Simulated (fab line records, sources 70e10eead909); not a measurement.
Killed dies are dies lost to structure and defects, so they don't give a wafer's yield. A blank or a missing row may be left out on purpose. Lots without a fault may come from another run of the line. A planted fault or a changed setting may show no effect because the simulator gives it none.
A struck lot beside a sound one | flow nand_harc | 15 steps out of a route of 1302
Sound: wafers L201.2, L201.3, L201.6. Struck: wafers L213.2, L213.3, L213.6. The cause comes at the end.
At each step with rows: each side's tool, then ch and its chambers, then its first start. Under that, the readings that differ: sound wafers | struck wafers | difference of the means | sigmas: that difference in standard deviations of wafers without a fault.
alike: readings whose means differ by less than 2 such deviations, and words and numbers that are the same on both sides. not compared: withheld readings, readings that some wafer has no value for, bounds like >300 that may hide the same value, and numbers for which the record gives no deviation and whose values overlap.
The two part at a step that has a row with sigmas, a row that says differs or no value, or rows on one side only. Numbers that don't overlap but have no deviation are shown without sigmas and don't part them. A reading that every wafer of one side lacks parts them only if that side has two wafers or more.

first, 2 steps without rows for these wafers: NHARC_A_DECK1_JOINT_ANNEAL_28 (time 1800 s); NHARC_A_DECK1_JOINT_ANNEAL_29 (time 1800 s).
NHARC_A_DECK1_JOINT_CMP_02: polishes SiOx.
  sound on cmp-03 ch 0,1,2, day 15 21:52; struck on cmp-03 ch 1,2,3, day 21 02:38
  alike: motor_current_A
then, 1 step without rows for these wafers: NHARC_A_DECK1_JOINT_SRD_15.
NHARC_A_DECK1_JOINT_DEP_16: deposits SiO2, target thk 45 nm.
  sound on pecvd-01 ch 0,1,2, day 15 22:13; struck on pecvd-02 ch 0,1,2, day 21 03:02
  alike: heater_power_w, throttle_valve_pct
NHARC_A_DECK1_JOINT_THK_MEAS_17: measures by ellipsometry.
  sound on film_metro-01, day 15 22:30; struck on film_metro-02, day 21 03:19
  alike: thk_nm
NHARC_A_DECK1_JOINT_INSPECT_05:
  sound on defect_inspect-01, day 15 22:32; struck on defect_inspect-02, day 21 03:20
  reading          | sound       | struck      | difference | sigmas
  raw_defect_count | 144 295 183 | 696 550 287 | +304       | +3
then, 1 step without rows for these wafers: NHARC_A_ONON_D2_DEP_00 (target thk 1000 nm).
NHARC_A_ONON_D2_THK_MEAS_02: measures by ellipsometry.
  sound on film_metro-02, day 15 23:07; struck on film_metro-02, day 21 03:55
  alike: thk_nm
then, 1 step without rows for these wafers: NHARC_A_ONON_D2_DEP_03 (target thk 1000 nm).
NHARC_A_ONON_D2_THK_MEAS_05: measures by ellipsometry.
  sound on film_metro-01, day 15 23:41; struck on film_metro-01, day 21 04:29
  alike: thk_nm
NHARC_A_ONON_D2_DEP_06: target thk 1000 nm.
  sound on pecvd_onon-01 ch 0, day 15 23:48; struck on pecvd_onon-03 ch 0, day 21 04:35
NHARC_A_ONON_D2_THK_MEAS_08: measures by ellipsometry.
  sound on film_metro-01, day 16 00:16; struck on film_metro-01, day 21 05:02
  reading     | sound       | struck      | difference | sigmas
  thk_nm (nm) | 992 992 992 | 576 576 577 | -416       | -38
then, 1 step without rows for these wafers: NHARC_A_ONON_D2_DEP_09 (target thk 1000 nm).
-- the record jumps here: 12 days lie between the struck wafers' starts before and after (it left off in module A_ONON_D2 and takes up again in module END, whose first step shown is number 1302 of the route) --
NHARC_END_SORT_01:
  the record has rows for the struck wafers here (prober-02 ch 0, day 33 06:59) and none for the sound ones

WHERE THEY PART
First at NHARC_A_DECK1_JOINT_INSPECT_05; last, within this record, at NHARC_END_SORT_01.

WHY: what the simulator had put in
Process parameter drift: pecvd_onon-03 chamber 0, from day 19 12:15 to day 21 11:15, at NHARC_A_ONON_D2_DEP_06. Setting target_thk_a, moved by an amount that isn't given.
